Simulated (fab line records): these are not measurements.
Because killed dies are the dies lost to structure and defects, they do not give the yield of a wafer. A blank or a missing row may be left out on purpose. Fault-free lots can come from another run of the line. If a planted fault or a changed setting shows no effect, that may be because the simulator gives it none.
fab line records	flow nand-harc
[record] lots = 7	wafers = 21	last-day = 34
route steps=1302 shown A_CONTACT@1081
lots that met no fault: from a run of the same line without faults
start-h: start of the lot's first displayed wafer, in hours after the record's first day	wait-h: hours elapsed since this lot's preceding step	" the same as in the row above	L1.1+2: one row covering several wafers at once	- no value, or no start was given	* or withheld: withheld	< > ~ a bound
route shown NAME@n: a module of which the file shows steps, and the number in the route of the first	usual: mean/standard deviation taken from wafers without a fault	same: alike in all rows	chamber/n: place in a boat	sites: the reading at each site	_std_site: standard deviation of those values	_edge_site: inner sites' mean taken away from outer sites' mean	radius-mm: for every site, how far away it sits from the centre of the wafer	mask NAME#n: copy n	behind: tool/chamber where the wafer was last shaped	hold: reason for holding the lot/hours on hold/outcome of the hold	device: the n, p or np transistor that did not switch	end of line: at the end of the route, the tests of the same wafers	a step with no rows: only its recipe	killed: count of dies lost to structure and defects at first sort (not the wafer's yield)	map: per-die view of a wafer (x killed, . not killed, _ where there is no die)
set.NAME: the setting that was run; set.NAME@STEP: the one run at that earlier step	model.NAME: the simulator's own value behind a step, which no gauge read
a table for each step, a row for each wafer; lots at some steps of the route
services: a tool's chamber out of use, with start hour (start-h, from the record's first day; less than 0 if before it), hours out, and reason
[[steps]]
[step NHARC_A_CONTACT_DESCUM_13]
[recipe] time-s = 3	o2-flow-sccm = 200	ar-flow-sccm = 0	bias-power-w = 0	chemistry = O2
[usual] chamber-pressure-mTorr = 60.00/0.052	drypump-motor-current-A = 5.7/0.53	oes-product-au = 0.999/0.0076	rf-vpp-V = 57.7/0.93	showerhead-plenum-p-Torr = 1.92/0.11	throttle-valve-pct = 11.312/0.0092
[same] time-s = 3
lot.wafer	tool	chamber	start-h	wait-h	chamber-pressure-mTorr	drypump-motor-current-A	oes-product-au	rf-hours-counter-h	rf-vpp-V	showerhead-plenum-p-Torr	throttle-valve-pct
L767.2	rie-diel-03	1	572.29	0.1	59.98	6.7	1.006	18	56.4	1.80	11.313
L767.1	"	0	"	"	59.98	5.1	0.996	19	57.3	2.07	11.301
L767.6	"	1	"	"	60.01	6.7	1.005	-	57.0	1.80	11.302
L772.3	rie-diel-08	1	642.51	0.1	59.99	6.0	1.002	27	58.4	2.05	11.301
L772.6	"	0	"	"	59.95	5.4	0.986	-	56.8	1.79	11.301
L772.5	"	1	"	"	59.97	6.0	1.011	-	57.3	2.05	11.317
L774.4	rie-diel-04	0	657.09	0.1	59.94	5.7	0.994	39	58.1	1.83	11.308
L774.3	"	1	"	"	59.98	4.9	0.994	39	57.9	2.02	11.311
L774.2	"	3	"	"	59.97	5.9	0.985	36	58.4	2.05	11.313
L775.3	rie-diel-03	1	659.25	0.1	60.02	6.7	1.007	3	55.5	1.79	11.302
L775.4	"	2	"	"	60.04	6.0	1.000	2	57.5	2.08	11.307
L775.5	"	2	"	"	60.10	6.0	1.002	-	58.3	2.08	11.323
L773.4	rie-diel-03	2	662.90	0.1	60.03	6.0	1.003	2	59.1	2.08	11.310
L773.2	"	3	"	"	60.03	6.2	1.008	3	57.3	1.90	11.322
L773.3	"	0	"	"	60.01	5.1	1.003	3	57.3	2.07	11.301
L776.3	rie-diel-03	1	664.63	0.1	60.01	6.7	1.000	4	57.4	1.79	11.315
L776.1	"	2	"	"	59.98	6.0	0.999	3	56.4	2.08	11.318
L776.5	"	1	"	"	60.02	6.7	0.999	-	57.6	1.79	11.322
L783.1	rie-diel-03	3	754.81	0.1	59.98	6.2	1.001	15	58.7	1.89	11.310
L783.3	"	0	"	"	59.99	5.1	0.998	15	58.2	2.06	11.312
L783.5	"	2	"	"	59.97	6.0	1.003	-	58.6	2.07	11.316
[step NHARC_A_CONTACT_ETCH_88]
[recipe] target-depth-a = 390	over-etch-frac = 0.3	time-s = 65	ion-energy-ev = 80	cf4-flow-sccm = 150	ar-flow-sccm = 0	rf-w = 300	bias-w = 100	chemistry = CF4
[usual] chamber-pressure-mTorr = 49.99/0.049	drypump-motor-current-A = 5.7/0.53	oes-product-au = 1.000/0.0072	rf-vpp-V = 151.3/1.5	run-length-s = 86.40/0.29	showerhead-plenum-p-Torr = 1.77/0.096	throttle-valve-pct = 13.283/0.0094
[same] time-s = 65
lot.wafer	tool	chamber	start-h	wait-h	chamber-pressure-mTorr	drypump-motor-current-A	oes-product-au	rf-hours-counter-h	rf-vpp-V	run-length-s	showerhead-plenum-p-Torr	throttle-valve-pct
L767.1	rie-diel-03	1	572.37	0.1	49.99	6.7	1.005	18	149.9	86.44	1.67	13.290
L767.2	"	2	"	"	49.93	6.0	0.998	17	148.8	86.59	1.64	13.284
L767.6	"	1	"	"	49.97	6.7	1.004	-	151.7	86.13	1.67	13.282
L772.3	rie-diel-08	2	642.59	0.1	49.95	5.2	0.992	30	150.5	86.32	1.67	13.285
L772.5	"	2	"	"	49.93	5.3	1.003	-	150.1	86.37	1.67	13.305
L772.6	"	3	"	"	49.87	5.2	1.004	-	151.2	86.70	1.75	13.280
L774.2	rie-diel-04	1	657.17	0.1	50.06	4.8	0.996	39	153.2	86.41	1.86	13.289
L774.3	"	2	"	"	49.99	5.5	1.002	36	150.7	86.14	1.72	13.302
L774.4	"	0	"	"	49.93	5.7	1.004	39	152.6	86.14	1.70	13.285
L775.4	rie-diel-03	3	659.33	0.1	49.97	6.2	0.995	2	151.4	86.25	1.75	13.291
L775.3	"	2	"	"	50.03	6.0	1.006	2	153.4	86.48	1.91	13.280
L775.5	"	3	"	"	49.97	6.2	1.000	-	151.2	85.96	1.75	13.279
L773.2	rie-diel-03	0	662.98	0.1	50.01	5.1	1.011	3	154.3	86.14	1.90	13.275
L773.4	"	1	"	"	49.99	6.7	1.002	3	149.1	86.20	1.67	13.286
L773.3	"	3	"	"	49.95	6.2	1.002	3	151.2	86.59	1.75	13.270
L776.3	rie-diel-03	3	664.71	0.1	50.03	6.2	1.001	3	152.2	86.03	1.75	13.287
L776.1	"	2	"	"	49.95	6.0	0.993	3	153.2	86.82	1.91	13.286
L776.5	"	3	"	"	50.00	6.2	0.995	-	151.7	86.21	1.75	13.277
L783.3	rie-diel-03	1	754.88	0.1	50.02	6.7	0.989	18	151.3	86.41	1.66	13.288
L783.1	"	3	"	"	50.03	6.2	1.002	15	150.6	86.18	1.75	13.269
L783.5	"	0	"	"	50.02	5.1	1.003	-	153.7	86.18	1.90	13.293
[step NHARC_A_CONTACT_ETCH_89]
[recipe] target-depth-a = 2600	over-etch-frac = 0.3	time-s = 475.3	ion-energy-ev = 200	n2-flow-sccm = 150	h2-flow-sccm = 150	ar-flow-sccm = 0	rf-w = 400	bias-w = 150	chemistry = N2/H2
[step NHARC_A_CONTACT_ETCH_30]
[recipe] target-depth-a = 726	time-s = 36.3	cf4-flow-sccm = 100	chf3-flow-sccm = 30	ar-flow-sccm = 0	rf-w = 500	bias-w = 200	chemistry = CF4/CHF3
[step NHARC_A_CONTACT_ETCH_31]
[recipe] target-depth-a = 28000	over-etch-frac = 0.3	time-s = 728	ion-energy-ev = 150	o2-flow-sccm = 400	cos-flow-sccm = 20	ar-flow-sccm = 0	rf-w = 500	bias-w = 300	chemistry = O2/COS
[step NHARC_A_CONTACT_ETCH_134]
[recipe] source-w = withheld	pressure-mtorr = 20	bias-v = withheld	time-s = 140	target-depth-a = 7000	ar-flow-sccm = withheld	c4f8-flow-sccm = withheld	o2-flow-sccm = withheld	chemistry = C4F8/O2/Ar
[step NHARC_A_CONTACT_ETCH_135]
[recipe] source-w = withheld	pressure-mtorr = 20	bias-v = 1200	time-s = 311	target-depth-a = 19120	ar-flow-sccm = withheld	c4f8-flow-sccm = withheld	o2-flow-sccm = withheld	chemistry = C4F8/O2/Ar
[step NHARC_A_CONTACT_ETCH_136]
[recipe] source-w = withheld	pressure-mtorr = 20	bias-v = 1200	time-s = 311	target-depth-a = 19120	ar-flow-sccm = withheld	c4f8-flow-sccm = withheld	o2-flow-sccm = withheld	chemistry = C4F8/O2/Ar
[usual] chamber-pressure-mTorr = 20.000/0.019	oes-air-line-au = 1.000/0.021	run-length-s = 311/0
[same] time-s = 311
lot.wafer	tool	chamber	start-h	wait-h	chamber-pressure-mTorr	oes-air-line-au	rf-hours-counter-h	run-length-s
L767.2	har-cap-etch-03	1	573.88	0.2	19.989	0.997	55	311
L767.1	"	0	"	"	19.982	0.998	55	311
L767.6	"	0	"	"	20.030	1.010	-	311
L772.3	har-cap-etch-03	0	644.26	0.2	20.009	0.980	-	311
L772.6	"	1	"	"	19.968	0.974	-	311
L772.5	"	0	"	"	20.013	0.983	-	311
L774.2	har-cap-etch-01	1	658.81	0.2	20.020	1.002	25	311
L774.3	"	0	"	"	20.004	0.979	-	311
L774.4	"	1	"	"	20.015	1.024	-	311
L775.4	har-cap-etch-02	1	660.93	0.2	19.986	1.004	-	311
L775.3	"	0	"	"	20.006	1.035	-	311
L775.5	"	1	"	"	20.014	0.994	-	311
L773.2	har-cap-etch-01	0	664.65	0.3	19.998	0.995	26	311
L773.4	"	0	"	"	20.001	0.996	-	311
L773.3	"	1	"	"	20.004	1.033	-	311
L776.1	har-cap-etch-03	0	666.27	0.2	20.016	1.025	72	311
L776.3	"	1	"	"	19.994	0.998	-	311
L776.5	"	1	"	"	20.032	0.960	-	311
L783.1	har-cap-etch-01	1	756.43	0.2	19.999	0.995	39	311
L783.3	"	1	"	"	20.017	1.035	-	311
L783.5	"	0	"	"	19.988	0.978	-	311
[step NHARC_A_CONTACT_ETCH_137]
[recipe] source-w = withheld	pressure-mtorr = 20	bias-v = 1200	time-s = 311	target-depth-a = 19120	ar-flow-sccm = withheld	c4f8-flow-sccm = withheld	o2-flow-sccm = withheld	chemistry = C4F8/O2/Ar
[step NHARC_A_CONTACT_ETCH_138]
[recipe] source-w = withheld	pressure-mtorr = 20	bias-v = 1200	time-s = 311	target-depth-a = 19140	ar-flow-sccm = withheld	c4f8-flow-sccm = withheld	o2-flow-sccm = withheld	chemistry = C4F8/O2/Ar
[step NHARC_A_CONTACT_ETCH_139]
[recipe] source-w = withheld	pressure-mtorr = 20	bias-v = 400	time-s = 195	target-depth-a = 8400	ar-flow-sccm = withheld	c4f8-flow-sccm = 11.5	o2-flow-sccm = 7.2	chemistry = C4F8/O2/Ar
[usual] chamber-pressure-mTorr = 20.000/0.019	oes-air-line-au = 0.999/0.02	run-length-s = 226.3/0.31
[same] time-s = 195
lot.wafer	tool	chamber	start-h	wait-h	chamber-pressure-mTorr	oes-air-line-au	rf-hours-counter-h	run-length-s
L767.2	har-cap-etch-03	1	574.69	0.2	19.994	1.028	56	225.7
L767.1	"	0	"	"	20.011	1.004	56	226.3
L767.6	"	0	"	"	19.988	1.008	-	226.6
L772.3	har-cap-etch-03	0	645.07	0.2	19.994	0.976	-	226.8
L772.6	"	1	"	"	19.999	1.003	-	225.6
L772.5	"	0	"	"	20.004	0.966	-	226.7
L774.2	har-cap-etch-01	1	659.65	0.2	19.989	1.032	26	226.2
L774.3	"	0	"	"	20.020	0.978	-	225.9
L774.4	"	1	"	"	20.021	1.026	-	226.1
L775.4	har-cap-etch-02	1	661.74	0.2	20.010	1.016	-	226.8
L775.3	"	0	"	"	20.025	0.966	-	226.8
L775.5	"	1	"	"	19.989	1.016	-	226.5
L773.2	har-cap-etch-01	0	665.74	0.3	19.995	1.023	27	226.7
L773.4	"	0	"	"	19.979	0.972	-	226.0
L773.3	"	1	"	"	20.002	1.022	-	225.9
L776.1	har-cap-etch-03	0	667.08	0.2	20.006	1.014	73	226.4
L776.3	"	1	"	"	19.991	0.983	-	226.2
L776.5	"	1	"	"	20.043	1.000	-	225.6
L783.1	har-cap-etch-01	1	757.25	0.2	19.995	0.988	40	226.2
L783.3	"	1	"	"	20.020	1.017	-	226.1
L783.5	"	0	"	"	20.001	0.976	-	225.8
[step NHARC_A_CONTACT_ETCH_92]
[recipe] target-depth-a = 400	over-etch-frac = 0.5	time-s = 85.7	ion-energy-ev = 120	ch3f-flow-sccm = 50	o2-flow-sccm = 30	ar-flow-sccm = 200	rf-w = 500	bias-w = 100	chemistry = CH3F/O2
[usual] chamber-pressure-mTorr = 25.003/0.023	drypump-motor-current-A = 5.8/0.55	oes-product-au = 0.95/0.034	rf-vpp-V = 244.4/2.3	run-length-s = 107.1/0.3	showerhead-plenum-p-Torr = 2.46/0.15	throttle-valve-pct = 20.663/0.0091
[same] time-s = 85.7
lot.wafer	tool	chamber	start-h	wait-h	chamber-pressure-mTorr	drypump-motor-current-A	oes-product-au	rf-hours-counter-h	rf-vpp-V	run-length-s	showerhead-plenum-p-Torr	throttle-valve-pct
L767.1	rie-diel-08	2	575.25	0.5	25.041	5.2	0.94	4	243.2	106.9	2.33	20.650
L767.2	"	3	"	"	25.008	5.3	0.92	4	244.0	107.7	2.44	20.672
L767.6	"	2	"	"	25.017	5.2	0.93	-	243.2	107.1	2.33	20.670
L772.3	rie-diel-03	2	645.51	0.4	25.006	6.0	0.99	0	248.0	107.6	2.66	20.660
L772.6	"	0	"	"	25.018	5.1	1.00	-	246.5	107.4	2.65	20.669
L772.5	"	1	"	"	24.962	6.7	1.00	-	244.3	106.7	2.31	20.660
L774.4	rie-diel-08	0	660.23	0.4	25.022	5.4	0.92	33	242.1	107.3	2.31	20.651
L774.2	"	1	"	"	24.966	6.0	0.92	34	243.7	106.9	2.62	20.687
L774.3	"	2	"	"	25.018	5.2	0.93	36	242.3	107.0	2.31	20.673
L775.4	rie-diel-03	2	662.21	0.4	25.002	6.1	0.93	2	248.1	107.4	2.66	20.664
L775.3	"	1	"	"	24.982	6.7	0.94	3	240.1	107.0	2.31	20.669
L775.5	"	3	"	"	25.037	6.2	0.93	-	244.1	106.8	2.44	20.668
L773.2	rie-diel-03	1	666.40	0.6	24.947	6.7	0.93	4	242.0	106.9	2.31	20.651
L773.3	"	2	"	"	25.004	6.0	0.93	4	247.5	107.3	2.66	20.653
L773.4	"	0	"	"	25.001	5.1	0.94	4	248.1	106.9	2.65	20.679
L776.1	rie-diel-03	2	667.59	0.5	24.985	6.0	0.91	4	247.3	107.7	2.66	20.647
L776.3	"	1	"	"	25.018	6.7	0.92	5	242.6	106.8	2.31	20.664
L776.5	"	2	"	"	25.022	6.0	0.92	-	247.2	107.4	2.66	20.668
L783.3	rie-diel-04	0	757.77	0.4	25.041	5.7	0.93	18	243.5	106.8	2.34	20.661
L783.1	"	1	"	"	24.977	4.8	0.92	16	245.7	106.7	2.58	20.672
L783.5	"	0	"	"	24.964	5.7	0.94	-	241.9	107.0	2.34	20.657
[step NHARC_A_CONTACT_ETCH_98]
[recipe] target-depth-a = 200	over-etch-frac = 0.5	time-s = 10	ion-energy-ev = 250	c4f6-flow-sccm = 25	o2-flow-sccm = 20	ar-flow-sccm = 500	rf-w = 600	bias-w = 500	chemistry = C4F6/O2
[usual] chamber-pressure-mTorr = 30.000/0.027	drypump-motor-current-A = 5.8/0.57	oes-product-au = 0.959/0.025	rf-vpp-V = 547/4.5	run-length-s = 31.13/0.27	showerhead-plenum-p-Torr = 3.92/0.22	throttle-valve-pct = 26.902/0.0085
lot.wafer	tool	chamber	start-h	wait-h	chamber-pressure-mTorr	drypump-motor-current-A	oes-product-au	rf-hours-counter-h	rf-vpp-V	run-length-s	showerhead-plenum-p-Torr	throttle-valve-pct
L767.2	rie-diel-08	3	575.38	-	29.968	5.3	0.956	4	546	31.91	3.90	26.909
L767.1	"	2	"	"	30.027	5.3	0.962	4	544	31.30	3.72	26.895
L767.6	"	0	"	"	30.023	5.4	0.945	-	542	31.20	3.71	26.910
L772.3	rie-diel-03	2	645.63	-	30.022	6.0	1.003	0	551	31.31	4.23	26.909
L772.6	"	0	"	"	30.008	5.1	1.005	-	552	31.06	4.21	26.895
L772.5	"	1	"	"	30.033	6.7	0.992	-	543	31.11	3.70	26.900
L774.2	rie-diel-08	1	660.37	-	30.006	6.0	0.961	34	552	30.99	4.17	26.918
L774.4	"	2	"	"	29.985	5.2	0.941	36	543	31.18	3.70	26.903
L774.3	"	3	"	"	29.970	5.2	0.947	35	545	31.24	3.88	26.916
L775.3	rie-diel-03	1	662.35	-	30.000	6.7	0.930	3	543	31.09	3.70	26.920
L775.4	"	3	"	"	29.996	6.2	0.951	3	546	27.63	3.89	26.909
L775.5	"	1	"	"	29.959	6.7	0.938	-	543	30.84	3.70	26.904
L773.2	rie-diel-03	1	666.53	-	29.970	6.7	0.957	5	542	31.25	3.70	26.914
L773.3	"	3	"	"	29.974	6.3	0.936	3	545	27.61	3.89	26.908
L773.4	"	0	"	"	30.050	5.1	0.942	4	552	31.03	4.21	26.910
L776.3	rie-diel-03	2	667.73	-	29.959	6.0	0.953	4	553	31.56	4.22	26.904
L776.1	"	1	"	"	29.986	6.7	0.935	5	541	30.81	3.70	26.900
L776.5	"	3	"	"	30.000	6.2	0.941	-	546	27.73	3.89	26.897
L783.1	rie-diel-04	3	757.89	-	30.037	5.9	0.940	18	553	31.25	4.15	26.914
L783.3	"	1	"	"	29.954	4.8	0.929	16	550	30.89	4.11	26.898
L783.5	"	0	"	"	30.014	5.7	0.947	-	543	31.19	3.75	26.901
[step NHARC_A_CONTACT_CD_MEAS_15]
[usual] cd-nm = 189.8/0.55
lot.wafer	tool	chamber	start-h	wait-h	cd-nm
L767.1	cd-sem-02	-	575.46	-	189.7
L767.2	"	-	"	"	189.9
L767.6	"	-	"	"	189.5
L772.3	cd-sem-02	-	645.71	-	188.9
L772.5	"	-	"	"	189.3
L772.6	"	-	"	"	189.0
L774.2	cd-sem-01	-	660.45	-	188.7
L774.3	"	-	"	"	188.9
L774.4	"	-	"	"	189.1
L775.3	cd-sem-02	-	662.43	-	188.7
L775.4	"	-	"	"	188.7
L775.5	"	-	"	"	188.3
L773.2	cd-sem-02	-	666.62	-	189.6
L773.3	"	-	"	"	189.8
L773.4	"	-	"	"	189.7
L776.1	cd-sem-01	-	667.81	-	191.1
L776.3	"	-	"	"	190.8
L776.5	"	-	"	"	190.8
L783.1	cd-sem-02	-	757.97	-	190.0
L783.3	"	-	"	"	189.1
L783.5	"	-	"	"	189.7
[[services]]
tool	chamber	start-h	hours	kind
rie-diel-03	0	565.52	-	clean
rie-diel-03	1	565.52	-	clean
rie-diel-03	2	565.52	-	clean
rie-diel-03	3	565.52	-	clean
rie-diel-03	0	590.02	-	clean
rie-diel-03	1	590.02	-	clean
rie-diel-03	2	590.02	-	clean
rie-diel-03	3	590.02	-	clean
har-cap-etch-01	-	599.25	1.1	repair
rie-diel-03	2	608.39	14.6	repair
rie-diel-03	0	614.52	-	clean
rie-diel-03	1	614.52	-	clean
rie-diel-03	3	614.52	-	clean
rie-diel-04	-	631.84	2.2	repair
rie-diel-03	-	635.52	9.0	pm
rie-diel-03	0	635.52	9.0	vent-cycle
rie-diel-03	1	635.52	9.0	vent-cycle
rie-diel-03	2	635.52	9.0	vent-cycle
rie-diel-08	3	694.65	5.5	repair
rie-diel-04	-	704.29	1.0	repair
rie-diel-04	-	711.07	9.0	pm
har-cap-etch-01	-	718.74	0.5	repair
rie-diel-08	-	721.83	9.0	pm
har-cap-etch-02	-	754.00	17.0	pm
[[key]]
[first-sign] step = NHARC_A_CONTACT_ETCH_98	reading = run-length-s	direction = down	sigmas = 13	usual = *	struck = *
effect none on later readings
met-at NHARC_A_CONTACT_ETCH_98
struck-wafers L773.3,L775.4,L776.5
later-rows-left-out L773.3,L775.4,L776.5
sort-left-out L773.3,L775.4,L776.5
tester-left-out L773,L775,L776
[fault] kind = process-parameter-drift	tool = rie-diel-03	chamber = 3	onset-h = 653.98	steps = NHARC_A_CONTACT_ETCH_98	channel = time-s	offset = *	shape = step	end-h = 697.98	acts-in = *	stated = *
// tester-left-out: of these lots the tester's yield and bins aren't shown, on N5 and GAA mostly nor the transistor test; their killed dies are dies lost to structure and defects alone, not to doping, threshold or leakage, so they don't give the yield
// sort-left-out: the simulated sort isn't trusted on such a fault, so these wafers' sort isn't shown, and their yield isn't known
// later-rows-left-out: the simulator's readings of these wafers behind a module that went badly wrong aren't trusted and aren't shown, but for the sort
